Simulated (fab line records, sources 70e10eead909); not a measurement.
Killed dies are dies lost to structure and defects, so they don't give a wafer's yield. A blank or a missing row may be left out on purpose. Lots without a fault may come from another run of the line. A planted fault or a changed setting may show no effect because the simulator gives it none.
fab line records | flow nand_harc
record lots=23 wafers=69 last_day=33
route steps=1302 shown A_STAIRCASE@711
lots that met no fault: from a run of the same line without faults
start_h: hours from the record's first day to the start of the lot's first wafer shown | wait_h: hours since the lot's step before | " the same as in the row above | L1.1+2: a row that stands for several wafers | - no value, or no start given | * or withheld: withheld | < > ~ a bound
route shown NAME@n: a module of which the file shows steps, and the number in the route of the first | usual: mean/standard deviation of fault-free wafers | same: alike in all rows | chamber/n: place in a boat | sites: the reading at each site | _std_site: their standard deviation | _edge_site: outer sites' mean less inner sites' | radius_mm: how far each site lies from the wafer's centre | mask NAME#n: copy n | behind: the tool/chamber that last shaped the wafer | hold: why the lot was held/for how many hours/how that ended | device: the transistor (n, p or np) that didn't switch | end of line: the same wafers' tests at the end of the route | a step without rows: its recipe alone | killed: dies lost to structure and defects at the first sort, not the wafer's yield | map: a wafer's dies, x killed, . not, _ none there
set.NAME: the setting as run; set.NAME@STEP: as run at that earlier step | model.NAME: the simulator's own value behind a step, which no gauge read
steps of the route over a sample of lots; a table a step, a row a wafer
services: from which hour (start_h, from the record's first day; less than 0 if before it) a tool's chamber was out of use, for how many hours, and why
## steps
# step NHARC_A_STAIRCASE_ETCH_197
# recipe target_depth_a=1000 time_s=40.5 ion_energy_ev=400 c4f8_flow_sccm=20 o2_flow_sccm=10 ar_flow_sccm=withheld rf_w=600 bias_w=1000 chemistry=C4F8/O2
# usual chamber_pressure_mTorr=25.003/0.024 oes_product_au=0.954/0.016 rf_vpp_V=896/5.8
# columns lot.wafer tool chamber start_h wait_h chamber_pressure_mTorr oes_product_au rf_hours_counter_h rf_vpp_V
L074.1 rie_diel-13 3 - - 25.036 0.959 2 890
L074.5 " 3 " " 25.025 0.953 - 891
L074.6 " 0 " " 25.035 0.956 - 899
L075.1 rie_diel-03 0 - - 24.983 0.959 27 887
L075.4 " 1 " " 25.003 0.967 22 898
L075.5 " 0 " " 24.970 0.969 - 887
L076.4 rie_diel-01 0 - - 25.043 0.942 49 896
L076.3 " 1 " " 25.013 0.957 54 900
L076.6 " 1 " " 25.037 0.956 - 900
L078.3 rie_diel-01 0 - - 24.998 0.958 3 897
L078.1 " 1 " " 25.016 0.964 4 901
L078.6 " 0 " " 24.982 0.950 - 899
L077.6 rie_diel-13 1 - - 24.975 0.936 - 901
L077.5 " 2 " " 24.972 0.930 - 905
L077.4 " 3 " " 24.995 0.922 - 887
L079.3 rie_diel-01 0 - - 25.006 0.924 8 897
L079.4 " 2 " " 24.979 0.958 6 893
L079.5 " 1 " " 25.013 0.957 - 901
L081.1 rie_diel-03 0 - - 25.001 0.953 44 889
L081.4 " 1 " " 25.024 0.961 40 897
L081.6 " 1 " " 25.025 0.955 - 897
L080.4 rie_diel-13 1 - - 25.020 0.934 18 900
L080.3 " 3 " " 25.014 0.925 22 890
L080.5 " 0 " " 25.092 0.921 - 901
L082.3 rie_diel-13 3 - - 24.987 0.945 23 889
L082.1 " 1 " " 25.036 0.948 20 901
L082.5 " 3 " " 25.002 0.948 - 888
L083.2 rie_diel-03 3 - - 25.030 0.964 59 889
L083.1 " 1 " " 24.980 0.967 53 897
L083.6 " 3 " " 25.020 0.967 - 891
L085.3 rie_diel-03 1 - - 24.999 0.953 2 896
L085.5 " 1 " " 24.986 0.959 - 897
L085.6 " 2 " " 25.075 0.929 - 889
L084.1 rie_diel-13 3 - - 24.998 0.941 35 891
L084.5 " 2 " " 24.979 0.945 - 902
L084.6 " 3 " " 25.019 0.948 - 889
L087.1 rie_diel-03 1 - - 25.011 0.930 12 896
L087.5 " 3 " " 24.966 0.951 - 892
L087.6 " 0 " " 25.017 0.938 - 905
L088.1 rie_diel-13 1 - - 24.980 0.968 44 899
L088.3 " 2 " " 24.987 0.962 47 903
L088.6 " 3 " " 25.014 0.967 - 889
L086.4 rie_diel-13 0 - - 25.018 0.967 44 899
L086.2 " 1 " " 24.981 0.963 45 900
L086.6 " 3 " " 24.995 0.981 - 890
L089.3 rie_diel-03 0 - - 25.002 0.936 15 907
L089.2 " 1 " " 24.975 0.939 14 896
L089.5 " 3 " " 24.997 0.959 - 889
L090.3 rie_diel-01 1 - - 24.998 0.964 41 900
L090.4 " 3 " " 25.003 0.946 38 888
L090.2 " 0 " " 25.001 0.934 44 899
L092.2 rie_diel-03 1 - - 24.980 0.980 26 895
L092.1 " 2 " " 25.025 0.971 28 890
L092.5 " 0 " " 25.004 0.971 - 905
L091.2 rie_diel-13 1 - - 25.040 0.956 1 901
L091.5 " 0 " " 24.995 0.952 - 900
L091.6 " 1 " " 25.035 0.963 - 900
L093.2 rie_diel-01 1 - - 25.004 0.978 51 900
L093.4 " 3 " " 24.973 0.949 - 888
L093.5 " 1 " " 25.017 0.984 - 899
L094.4 rie_diel-03 2 - - 24.992 0.928 31 890
L094.3 " 0 " " 24.997 0.955 32 904
L094.6 " 2 " " 24.952 0.931 - 888
L095.3 rie_diel-13 2 - - 24.982 0.965 21 904
L095.5 " 0 " " 25.043 0.978 - 898
L095.6 " 1 " " 25.020 0.964 - 901
L097.3 rie_diel-01 0 - - 25.026 0.959 12 895
L097.4 " 2 " " 24.999 0.988 6 893
L097.5 " 3 " " 24.995 0.968 - 888
# step NHARC_A_STAIRCASE_TRIM_202
# recipe time_s=211.2 o2_flow_sccm=500 ar_flow_sccm=0 bias_w=0 chemistry=O2
# usual chamber_pressure_mTorr=60.00/0.062 drypump_motor_current_A=5.8/0.36 oes_product_au=0.999/0.012 rf_vpp_V=57.7/0.94 showerhead_plenum_p_Torr=3.50/0.16 throttle_valve_pct=17.036/0.0086
# columns lot.wafer tool chamber start_h wait_h chamber_pressure_mTorr drypump_motor_current_A oes_product_au rf_hours_counter_h rf_vpp_V showerhead_plenum_p_Torr throttle_valve_pct
L074.1 rie_diel-13 1 - - 59.87 5.6 0.992 2 59.0 3.66 17.032
L074.5 " 3 " " 60.04 5.1 0.991 - 57.5 3.36 17.039
L074.6 " 0 " " 60.03 5.9 0.992 - 56.6 3.63 17.026
L075.4 rie_diel-03 0 - - 60.03 6.2 1.010 28 57.6 3.29 17.023
L075.1 " 1 " " 60.02 5.7 1.020 22 57.1 3.57 17.043
L075.5 " 0 " " 59.97 6.2 1.008 - 56.6 3.29 17.036
L076.3 rie_diel-01 1 - - 60.01 5.7 1.014 54 58.0 3.64 17.046
L076.4 " 2 " " 60.01 5.9 1.010 52 58.0 3.47 17.046
L076.6 " 2 " " 59.95 5.9 1.017 - 57.7 3.47 17.040
L078.3 rie_diel-01 3 - - 60.00 6.3 0.986 7 58.2 3.33 17.038
L078.1 " 2 " " 60.03 5.9 0.999 6 59.1 3.47 17.045
L078.6 " 3 " " 60.02 6.4 0.984 - 57.6 3.33 17.038
L077.4 rie_diel-13 0 - - 59.90 5.9 0.981 9 57.5 3.63 17.031
L077.6 " 2 " " 60.08 6.1 1.005 - 59.0 3.73 17.035
L077.5 " 3 " " 60.01 5.1 1.002 - 55.1 3.35 17.033
L079.3 rie_diel-01 3 - - 59.97 6.4 0.978 8 58.0 3.33 17.034
L079.4 " 0 " " 60.02 5.9 0.970 9 57.7 3.57 17.033
L079.5 " 2 " " 59.97 6.0 0.990 - 58.5 3.47 17.030
L080.3 rie_diel-13 1 - - 60.05 5.6 1.000 19 58.0 3.65 17.022
L080.4 " 3 " " 60.03 5.1 0.985 22 58.9 3.34 17.042
L080.5 " 2 " " 59.97 6.1 0.992 - 57.8 3.73 17.043
L081.1 rie_diel-03 0 - - 59.99 6.2 1.008 45 58.6 3.28 17.045
L081.4 " 3 " " 60.05 5.4 1.016 48 57.3 3.38 17.028
L081.6 " 0 " " 60.03 6.2 1.014 - 56.5 3.28 17.026
L082.3 rie_diel-13 3 - - 59.97 5.1 0.988 23 57.0 3.34 17.035
L082.1 " 0 " " 60.01 5.9 0.995 15 56.5 3.62 17.038
L082.5 " 3 " " 60.07 5.1 0.989 - 56.2 3.34 17.035
L083.2 rie_diel-03 1 - - 60.18 5.7 1.017 53 57.9 3.55 17.037
L083.1 " 3 " " 59.98 5.4 1.017 59 57.7 3.37 17.039
L083.6 " 0 " " 59.92 6.1 1.008 - 58.9 3.28 17.040
L085.3 rie_diel-03 1 - - 60.05 5.7 1.010 2 57.2 3.55 17.035
L085.5 " 1 " " 60.07 5.7 1.011 - 55.4 3.55 17.032
L085.6 " 2 " " 60.04 6.2 0.987 - 56.5 3.34 17.045
L084.1 rie_diel-13 2 - - 59.94 6.1 0.999 37 60.4 3.72 17.041
L084.5 " 0 " " 59.96 6.0 0.985 - 58.5 3.62 17.049
L084.6 " 1 " " 59.90 5.5 0.981 - 57.7 3.64 17.054
L087.1 rie_diel-03 0 - - 60.04 6.2 1.000 14 56.8 3.80 17.035
L087.5 " 3 " " 60.06 5.4 1.004 - 57.6 3.36 17.040
L087.6 " 0 " " 60.06 6.2 0.995 - 58.2 3.80 17.021
L088.3 rie_diel-13 1 - - 60.01 5.5 1.005 45 59.2 3.63 17.033
L088.1 " 2 " " 60.01 6.0 1.003 47 58.9 3.72 17.038
L088.6 " 0 " " 60.05 5.9 0.979 - 57.8 3.61 17.031
L086.4 rie_diel-13 1 - - 60.02 5.6 0.998 46 57.7 3.63 17.039
L086.2 " 3 " " 60.07 5.1 0.991 53 57.3 3.33 17.032
L086.6 " 1 " " 59.99 5.6 1.003 - 57.7 3.63 17.022
L089.2 rie_diel-03 2 - - 59.97 6.2 0.998 12 57.7 3.33 17.034
L089.3 " 1 " " 60.05 5.7 1.007 14 58.2 3.54 17.034
L089.5 " 3 " " 59.97 5.4 1.019 - 57.9 3.36 17.030
L090.2 rie_diel-01 3 - - 60.13 6.3 0.997 39 58.6 3.31 17.032
L090.4 " 0 " " 59.96 5.9 0.993 44 59.6 3.55 17.044
L090.3 " 1 " " 60.08 5.7 1.002 41 58.1 3.62 17.051
L092.1 rie_diel-03 2 - - 59.94 6.2 0.995 28 58.5 3.33 17.034
L092.2 " 1 " " 59.91 5.7 1.019 26 57.1 3.53 17.024
L092.5 " 3 " " 59.92 5.4 1.022 - 57.0 3.36 17.031
L091.2 rie_diel-13 2 - - 59.99 6.0 0.988 1 58.0 3.71 17.049
L091.5 " 1 " " 59.93 5.6 0.988 - 58.3 3.63 17.037
L091.6 " 2 " " 60.03 6.1 0.989 - 59.2 3.71 17.036
L093.2 rie_diel-01 1 - - 59.95 5.6 1.017 52 58.7 3.61 17.045
L093.4 " 1 " " 60.06 5.7 1.013 - 59.0 3.61 17.030
L093.5 " 2 " " 60.06 5.9 0.985 - 56.3 3.44 17.039
L094.3 rie_diel-03 2 - - 59.92 6.1 0.991 32 56.9 3.32 17.040
L094.4 " 1 " " 59.88 5.7 1.012 32 57.6 3.53 17.032
L094.6 " 2 " " 60.07 6.2 0.993 - 57.6 3.32 17.039
L095.3 rie_diel-13 3 - - 59.95 5.1 0.991 20 56.6 3.32 17.056
L095.6 " 0 " " 59.99 5.9 1.003 - 57.7 3.59 17.033
L095.5 " 1 " " 60.00 5.6 0.993 - 56.7 3.62 17.034
L097.3 rie_diel-01 2 - - 59.96 5.9 1.006 6 57.8 3.44 17.040
L097.4 " 3 " " 60.08 6.3 1.010 13 56.2 3.30 17.031
L097.5 " 3 " " 59.99 6.3 1.012 - 56.4 3.30 17.027
# step NHARC_A_STAIRCASE_ETCH_225
# recipe target_depth_a=1000 time_s=40.5 ion_energy_ev=400 c4f8_flow_sccm=20 o2_flow_sccm=10 ar_flow_sccm=withheld rf_w=600 bias_w=1000 chemistry=C4F8/O2
# usual chamber_pressure_mTorr=24.999/0.025 oes_product_au=0.945/0.016 rf_vpp_V=895/5.6
# columns lot.wafer tool chamber start_h wait_h chamber_pressure_mTorr oes_product_au rf_hours_counter_h rf_vpp_V
L074.1 rie_diel-01 1 - - 24.996 0.931 52 899
L074.6 " 0 " " 24.965 0.922 - 899
L074.5 " 1 " " 25.026 0.933 - 900
L075.1 rie_diel-03 0 - - 25.005 0.952 28 886
L075.4 " 2 " " 25.004 0.935 25 889
L075.5 " 1 " " 25.026 0.963 - 897
L076.3 rie_diel-03 2 - - 25.007 0.954 30 889
L076.4 " 3 " " 24.974 0.964 34 892
L076.6 " 1 " " 25.011 0.962 - 897
L078.1 rie_diel-03 0 - - 24.993 0.945 42 887
L078.3 " 1 " " 25.016 0.958 38 895
L078.6 " 1 " " 24.987 0.955 - 897
L077.4 rie_diel-01 2 - - 24.951 0.934 7 893
L077.5 " 0 " " 24.991 0.914 - 897
L077.6 " 1 " " 25.003 0.950 - 900
L079.4 rie_diel-13 1 - - 24.953 0.947 15 900
L079.3 " 3 " " 24.982 0.948 17 889
L079.5 " 1 " " 25.002 0.943 - 899
L080.4 rie_diel-01 3 - - 25.016 0.934 13 890
L080.3 " 1 " " 25.033 0.950 12 900
L080.5 " 3 " " 24.973 0.934 - 887
L081.4 rie_diel-03 2 - - 25.010 0.955 47 888
L081.1 " 1 " " 25.047 0.942 42 895
L081.6 " 2 " " 24.994 0.953 - 888
L082.1 rie_diel-03 2 - - 24.997 0.943 53 890
L082.3 " 0 " " 25.023 0.937 55 886
L082.5 " 2 " " 25.029 0.935 - 889
L083.2 rie_diel-13 2 462.05 - 24.979 1.005 31 903
L083.1 " 0 " " 25.011 0.985 22 899
L083.6 " 3 " " 24.992 0.994 - 889
L085.3 rie_diel-01 2 - - 25.004 0.949 24 893
L085.6 " 1 " " 25.001 0.968 - 900
L085.5 " 2 " " 24.988 0.947 - 893
L084.1 rie_diel-13 3 - - 24.984 0.934 36 889
L084.6 " 1 " " 25.057 0.939 - 901
L084.5 " 2 " " 25.032 0.942 - 904
L087.1 rie_diel-01 1 - - 25.009 0.952 38 898
L087.5 " 0 " " 24.972 0.921 - 898
L087.6 " 1 " " 24.993 0.962 - 898
L088.3 rie_diel-13 0 - - 25.004 0.930 46 899
L088.1 " 2 " " 25.011 0.938 50 902
L088.6 " 3 " " 25.009 0.934 - 888
L086.2 rie_diel-13 0 - - 24.984 0.947 46 899
L086.4 " 1 " " 24.978 0.951 48 900
L086.6 " 0 " " 25.001 0.949 - 899
L089.2 rie_diel-03 1 - - 25.030 0.954 15 897
L089.3 " 3 " " 25.010 0.942 15 889
L089.5 " 1 " " 24.992 0.944 - 896
L090.4 rie_diel-01 2 - - 24.984 0.960 36 893
L090.3 " 0 " " 24.988 0.935 45 896
L090.2 " 1 " " 24.961 0.947 42 899
L092.2 rie_diel-13 0 - - 25.020 0.933 2 899
L092.1 " 1 " " 24.975 0.933 2 900
L092.5 " 0 " " 24.989 0.934 - 899
L091.2 rie_diel-01 0 - - 24.989 0.944 52 897
L091.5 " 2 " " 25.047 0.944 - 894
L091.6 " 3 " " 25.045 0.931 - 887
L093.2 rie_diel-01 1 - - 25.011 0.964 52 900
L093.5 " 2 " " 25.010 0.937 - 893
L093.4 " 3 " " 24.976 0.919 - 888
L094.4 rie_diel-03 3 - - 25.003 0.947 32 890
L094.3 " 1 " " 24.992 0.960 32 895
L094.6 " 3 " " 25.040 0.948 - 890
L095.3 rie_diel-13 1 - - 25.024 0.929 22 898
L095.6 " 2 " " 25.037 0.950 - 903
L095.5 " 3 " " 25.005 0.927 - 889
L097.3 rie_diel-03 3 - - 25.013 0.960 48 888
L097.4 " 0 " " 25.029 0.937 50 904
L097.5 " 0 " " 24.994 0.931 - 906
# step NHARC_A_STAIRCASE_ETCH_232
# recipe target_depth_a=1000 time_s=40.5 ion_energy_ev=400 c4f8_flow_sccm=20 o2_flow_sccm=10 ar_flow_sccm=withheld rf_w=600 bias_w=1000 chemistry=C4F8/O2
# usual chamber_pressure_mTorr=25.000/0.023 oes_product_au=0.945/0.016 rf_vpp_V=895/5.4
# columns lot.wafer tool chamber start_h wait_h chamber_pressure_mTorr oes_product_au rf_hours_counter_h rf_vpp_V
L074.1 rie_diel-01 2 - - 25.057 0.963 51 894
L074.5 " 0 " " 24.985 0.944 - 896
L074.6 " 1 " " 25.012 0.969 - 900
L075.4 rie_diel-13 2 - - 25.025 0.967 6 903
L075.1 " 0 " " 24.969 0.953 5 899
L075.5 " 2 " " 24.957 0.969 - 905
L076.3 rie_diel-03 3 - - 24.989 0.971 34 891
L076.4 " 0 " " 25.033 0.976 31 887
L076.6 " 2 " " 25.020 0.939 - 889
L078.3 rie_diel-03 0 - - 25.013 0.953 42 887
L078.1 " 2 " " 24.987 0.937 42 890
L078.6 " 0 " " 25.003 0.958 - 887
L077.4 rie_diel-03 3 - - 24.991 0.952 46 890
L077.6 " 0 " " 25.022 0.942 - 887
L077.5 " 1 " " 24.977 0.937 - 898
L079.4 rie_diel-01 3 - - 25.010 0.958 9 889
L079.3 " 2 " " 24.989 0.950 8 894
L079.5 " 0 " " 24.957 0.937 - 898
L080.4 rie_diel-13 0 - - 24.998 0.927 14 900
L080.3 " 2 " " 25.015 0.937 21 904
L080.5 " 0 " " 25.009 0.938 - 899
L081.4 rie_diel-03 1 - - 25.001 0.955 43 898
L081.1 " 3 " " 25.032 0.962 49 891
L081.6 " 1 " " 25.003 0.956 - 897
L082.3 rie_diel-13 1 - - 25.004 0.967 25 900
L082.1 " 2 " " 24.973 0.955 28 903
L082.5 " 0 " " 24.981 0.949 - 899
L083.2 rie_diel-13 0 - - 24.961 0.925 22 900
L083.1 " 3 " " 25.047 0.924 30 889
L083.6 " 1 " " 24.962 0.929 - 901
L085.3 rie_diel-01 1 - - 25.009 0.966 28 900
L085.5 " 1 " " 25.013 0.961 - 900
L085.6 " 2 " " 24.995 0.943 - 893
L084.1 rie_diel-03 2 - - 25.026 0.946 2 889
L084.5 " 0 " " 25.022 0.952 - 905
L084.6 " 1 " " 25.003 0.968 - 896
L087.1 rie_diel-01 1 - - 25.009 0.967 39 900
L087.5 " 1 " " 24.976 0.960 - 898
L087.6 " 2 " " 25.012 0.961 - 892
L088.1 rie_diel-03 3 - - 24.988 0.972 14 892
L088.3 " 0 " " 25.013 0.961 16 905
L088.6 " 1 " " 25.006 0.942 - 898
L086.2 rie_diel-13 0 - - 25.038 0.912 47 899
L086.4 " 2 " " 25.012 0.929 50 902
L086.6 " 1 " " 25.060 0.942 - 901
L089.3 rie_diel-13 2 - - 24.987 0.944 51 902
L089.2 " 0 " " 24.967 0.945 47 898
L089.5 " 2 " " 24.995 0.937 - 902
L090.2 rie_diel-13 0 - - 24.985 0.913 50 898
L090.3 " 1 " " 24.986 0.930 - 899
L090.4 " 0 " " 24.996 0.920 - 899
L092.1 rie_diel-13 1 - - 24.984 0.947 2 898
L092.2 " 3 " " 24.987 0.936 1 889
L092.5 " 0 " " 25.024 0.940 - 898
L091.2 rie_diel-01 1 - - 25.017 0.936 50 898
L091.5 " 2 " " 25.010 0.918 - 892
L091.6 " 3 " " 24.975 0.911 - 888
L093.2 rie_diel-01 1 - - 24.985 0.957 53 899
L093.5 " 1 " " 25.013 0.955 - 899
L093.4 " 2 " " 25.012 0.936 - 892
L094.4 rie_diel-03 2 - - 25.030 0.938 32 889
L094.3 " 0 " " 24.954 0.932 33 906
L094.6 " 1 " " 24.993 0.956 - 896
L095.3 rie_diel-01 3 - - 24.999 0.940 11 889
L095.5 " 2 " " 24.986 0.949 - 892
L095.6 " 3 " " 25.037 0.932 - 888
L097.3 rie_diel-03 0 - - 24.978 0.937 50 905
L097.4 " 2 " " 25.022 0.940 51 888
L097.5 " 3 " " 25.015 0.954 - 888
# step NHARC_A_STAIRCASE_TRIM_235
# recipe time_s=211.2 o2_flow_sccm=500 ar_flow_sccm=0 bias_w=0 chemistry=O2
# usual chamber_pressure_mTorr=60.00/0.05 drypump_motor_current_A=5.8/0.34 oes_product_au=1.001/0.012 rf_vpp_V=57.7/0.89 showerhead_plenum_p_Torr=3.51/0.15 throttle_valve_pct=17.036/0.0092
# columns lot.wafer tool chamber start_h wait_h chamber_pressure_mTorr drypump_motor_current_A oes_product_au rf_hours_counter_h rf_vpp_V showerhead_plenum_p_Torr throttle_valve_pct
L074.1 rie_diel-01 0 - - 60.07 5.9 1.003 48 57.7 3.58 17.023
L074.6 " 1 " " 59.94 5.7 1.014 - 58.7 3.65 17.046
L074.5 " 2 " " 60.03 5.9 1.014 - 56.0 3.47 17.028
L075.1 rie_diel-13 1 - - 59.98 5.6 1.009 5 58.3 3.65 17.022
L075.4 " 2 " " 60.00 6.1 0.989 6 56.7 3.74 17.032
L075.5 " 2 " " 59.97 6.1 0.992 - 57.3 3.74 17.038
L076.3 rie_diel-03 1 - - 59.98 5.7 1.026 25 59.4 3.56 17.042
L076.4 " 3 " " 60.01 5.4 1.015 34 56.1 3.38 17.037
L076.6 " 2 " " 60.03 6.2 1.010 - 58.1 3.35 17.040
L078.1 rie_diel-03 0 - - 59.99 6.1 1.006 43 56.6 3.28 17.054
L078.3 " 1 " " 60.01 5.7 1.011 38 58.5 3.56 17.030
L078.6 " 2 " " 60.07 6.2 1.002 - 58.3 3.35 17.028
L077.4 rie_diel-03 2 - - 59.97 6.2 1.001 43 56.6 3.35 17.037
L077.6 " 0 " " 60.05 6.2 1.006 - 56.5 3.28 17.044
L077.5 " 1 " " 60.05 5.7 1.014 - 57.6 3.56 17.042
L079.3 rie_diel-01 0 - - 60.15 6.0 0.983 10 56.6 3.57 17.028
L079.4 " 2 " " 59.98 5.9 1.001 8 58.1 3.46 17.052
L079.5 " 0 " " 60.02 5.9 0.973 - 57.7 3.57 17.031
L080.4 rie_diel-13 3 - - 60.07 5.1 0.979 22 56.5 3.34 17.040
L080.3 " 0 " " 59.97 5.9 0.989 14 59.4 3.62 17.044
L080.5 " 2 " " 60.07 6.1 0.981 - 58.7 3.73 17.039
L081.1 rie_diel-03 1 - - 59.93 5.7 1.008 43 57.3 3.55 17.041
L081.4 " 2 " " 60.05 6.2 1.010 47 57.8 3.34 17.035
L081.6 " 0 " " 59.96 6.2 1.002 - 57.2 3.28 17.016
L082.1 rie_diel-13 0 - - 60.00 5.9 0.992 18 58.0 3.62 17.017
L082.3 " 1 " " 59.96 5.6 1.014 25 57.4 3.64 17.019
L082.5 " 3 " " 60.02 5.1 0.984 - 58.0 3.34 17.038
L083.2 rie_diel-13 2 - - 60.05 6.1 1.005 31 56.3 3.73 17.030
L083.1 " 1 " " 59.94 5.6 0.992 29 57.0 3.64 17.022
L083.6 " 2 " " 59.97 6.1 1.007 - 57.7 3.73 17.042
L084.1 rie_diel-03 0 - - 59.99 6.2 0.983 3 58.7 3.81 17.031
L084.6 " 1 " " 60.09 5.7 1.009 - 57.2 3.55 17.048
L084.5 " 2 " " 60.00 6.2 0.982 - 56.5 3.34 17.034
L085.3 rie_diel-01 3 - - 60.03 6.4 0.983 27 57.2 3.32 17.028
L085.6 " 0 " " 59.95 5.9 0.972 - 58.0 3.56 17.043
L085.5 " 1 " " 59.97 5.6 1.017 - 57.3 3.63 17.028
L087.1 rie_diel-01 0 - - 60.08 5.9 1.005 43 58.5 3.55 17.038
L087.6 " 2 " " 59.99 5.9 1.014 - 57.5 3.45 17.028
L087.5 " 3 " " 60.12 6.3 0.991 - 58.0 3.31 17.029
L088.1 rie_diel-03 2 - - 60.02 6.2 0.985 12 57.0 3.33 17.026
L088.3 " 3 " " 59.94 5.4 1.014 14 57.6 3.36 17.022
L088.6 " 0 " " 59.98 6.1 0.992 - 57.7 3.80 17.020
L086.4 rie_diel-13 2 - - 60.00 6.1 0.995 51 58.3 3.72 17.029
L086.2 " 3 " " 59.96 5.1 0.994 55 56.3 3.33 17.042
L086.6 " 1 " " 59.93 5.6 0.988 - 59.6 3.63 17.051
L089.3 rie_diel-13 1 - - 59.96 5.6 1.004 49 57.6 3.63 17.045
L089.2 " 0 " " 60.05 5.9 0.994 47 57.2 3.60 17.049
L089.5 " 1 " " 59.98 5.6 0.995 - 57.9 3.63 17.035
L090.2 rie_diel-13 0 - - 59.97 5.9 0.978 50 58.6 3.60 17.028
L090.3 " 3 " " 59.98 5.1 0.997 57 56.9 3.33 17.012
L090.4 " 3 " " 60.02 5.1 0.994 - 57.0 3.33 17.045
L092.2 rie_diel-13 2 - - 59.96 6.1 0.988 2 58.6 3.71 17.060
L092.1 " 1 " " 59.97 5.6 0.989 2 58.0 3.63 17.026
L092.5 " 2 " " 59.94 6.1 0.995 - 58.6 3.71 17.052
L091.2 rie_diel-01 0 - - 59.99 5.9 1.001 53 57.3 3.55 17.031
L091.5 " 1 " " 60.02 5.7 1.022 - 56.5 3.62 17.054
L091.6 " 2 " " 60.05 5.9 1.002 - 58.9 3.44 17.040
L093.2 rie_diel-01 3 - - 60.03 6.3 0.989 51 58.4 3.31 17.015
L093.5 " 3 " " 60.00 6.3 0.987 - 58.1 3.31 17.052
L093.4 " 1 " " 59.96 5.7 1.028 - 58.6 3.61 17.047
L094.4 rie_diel-03 0 - - 60.04 6.2 1.002 33 58.6 3.79 17.034
L094.3 " 2 " " 60.04 6.1 0.991 32 55.0 3.32 17.026
L094.6 " 0 " " 60.00 6.2 0.995 - 57.7 3.79 17.043
L095.3 rie_diel-01 3 - - 60.01 6.3 1.013 11 56.7 3.30 17.039
L095.5 " 2 " " 59.97 6.0 1.002 - 58.7 3.44 17.034
L095.6 " 3 " " 59.97 6.4 1.008 - 57.4 3.30 17.017
L097.3 rie_diel-03 2 - - 60.06 6.1 0.993 51 58.9 3.31 17.040
L097.4 " 1 " " 59.98 5.7 1.001 53 57.0 3.52 17.039
L097.5 " 2 " " 59.97 6.2 0.991 - 57.3 3.31 17.039
# step NHARC_A_STAIRCASE_STRIP_238
# recipe power_w=1500 temp_c=250 chemistry=O2
# usual drypump_motor_current_A=5.55/0.19 heater_power_w=338/42
# columns lot.wafer tool chamber start_h wait_h drypump_motor_current_A heater_power_w rf_hours_counter_h
L074.1 plasma_asher-01 0 365.96 0.1 5.67 324 2
L074.5 " 0 " " 5.66 340 -
L074.6 " 1 " " 5.77 275 -
L075.1 plasma_asher-01 0 370.25 0.1 5.67 332 3
L075.4 " 0 " " 5.66 330 -
L075.5 " 1 " " 5.75 273 -
L076.3 plasma_asher-01 1 374.60 0.2 5.74 278 -
L076.4 " 0 " " 5.68 343 -
L076.6 " 1 " " 5.77 267 -
L078.1 plasma_asher-01 1 417.21 0.1 5.75 272 11
L078.3 " 1 " " 5.77 274 -
L078.6 " 0 " " 5.70 327 -
L077.4 plasma_asher-02 1 418.58 0.2 5.28 398 -
L077.6 " 1 " " 5.31 396 -
L077.5 " 0 " " 5.43 373 -
L079.4 plasma_asher-02 1 419.16 0.2 5.27 389 -
L079.3 " 0 " " 5.41 362 -
L079.5 " 0 " " 5.40 366 -
L080.4 plasma_asher-01 0 431.04 0.2 5.68 333 -
L080.3 " 1 " " 5.78 271 -
L080.5 " 0 " " 5.67 333 -
L081.1 plasma_asher-01 1 431.44 0.1 5.74 278 15
L081.4 " 1 " " 5.74 274 -
L081.6 " 1 " " 5.76 277 -
L082.1 plasma_asher-02 1 445.27 0.1 5.26 395 3
L082.3 " 0 " " 5.41 354 -
L082.5 " 0 " " 5.43 365 -
L083.1 plasma_asher-02 0 463.52 0.1 5.43 365 5
L083.2 " 1 " " 5.29 404 5
L083.6 " 0 " " 5.42 361 -
L084.1 plasma_asher-01 1 482.13 0.1 5.74 284 24
L084.6 " 0 " " 5.68 331 -
L084.5 " 1 " " 5.75 275 -
L085.3 plasma_asher-02 1 482.50 0.2 5.31 403 -
L085.6 " 1 " " 5.29 394 -
L085.5 " 0 " " 5.42 359 -
L087.1 plasma_asher-02 0 509.22 0.1 5.43 363 15
L087.6 " 1 " " 5.30 387 -
L087.5 " 0 " " 5.39 353 -
L088.1 plasma_asher-02 0 509.85 0.1 5.42 355 16
L088.3 " 1 " " 5.31 400 -
L088.6 " 0 " " 5.40 358 -
L086.2 plasma_asher-01 0 511.33 0.1 5.69 330 31
L086.4 " 1 " " 5.78 286 -
L086.6 " 1 " " 5.75 279 -
L089.2 plasma_asher-02 0 512.92 0.1 5.40 342 17
L089.3 " 0 " " 5.42 357 -
L089.5 " 1 " " 5.27 393 -
L090.2 plasma_asher-02 1 520.35 0.1 5.30 398 18
L090.4 " 1 " " 5.28 387 -
L090.3 " 0 " " 5.39 361 -
L092.2 plasma_asher-01 0 537.61 0.1 5.68 318 0
L092.1 " 1 " " 5.79 295 0
L092.5 " 1 " " 5.77 295 -
L091.2 plasma_asher-01 1 538.45 0.1 5.77 293 0
L091.6 " 1 " " 5.77 298 -
L091.5 " 0 " " 5.65 313 -
L093.2 plasma_asher-01 0 550.73 0.1 5.67 322 3
L093.4 " 0 " " 5.69 300 -
L093.5 " 1 " " 5.77 297 -
L094.3 plasma_asher-02 1 551.08 0.3 5.28 394 -
L094.4 " 0 " " 5.45 357 -
L094.6 " 1 " " 5.28 406 -
L095.3 plasma_asher-01 0 593.66 0.2 5.66 311 -
L095.6 " 0 " " 5.66 317 -
L095.5 " 1 " " 5.76 297 -
L097.4 plasma_asher-01 1 603.13 0.2 5.76 299 -
L097.3 " 0 " " 5.67 313 -
L097.5 " 0 " " 5.67 315 -
## services
# columns tool chamber start_h hours kind
rie_diel-03 - 339.64 0.6 repair
rie_diel-13 - 343.02 9.0 pm
rie_diel-13 0 343.02 9.0 vent_cycle
rie_diel-13 1 343.02 9.0 vent_cycle
rie_diel-13 2 343.02 9.0 vent_cycle
rie_diel-13 3 343.02 9.0 vent_cycle
plasma_asher-01 - 349.60 9.0 pm
rie_diel-13 0 352.02 - clean
rie_diel-13 1 352.02 - clean
rie_diel-01 - 380.82 9.0 pm
rie_diel-01 - 396.72 0.4 repair
rie_diel-13 0 401.64 10.6 repair
plasma_asher-02 - 426.00 9.0 pm
rie_diel-03 - 461.71 9.0 pm
rie_diel-13 1 485.28 3.4 repair
rie_diel-13 3 517.00 2.9 repair
rie_diel-13 2 518.14 4.1 repair
rie_diel-13 - 520.08 9.0 pm
plasma_asher-01 - 526.60 9.0 pm
rie_diel-03 2 563.07 2.6 repair
plasma_asher-02 - 571.58 0.4 repair
rie_diel-01 2 573.91 10.4 repair
rie_diel-13 - 586.75 0.2 repair
plasma_asher-02 - 603.05 9.0 pm
## key
fault none
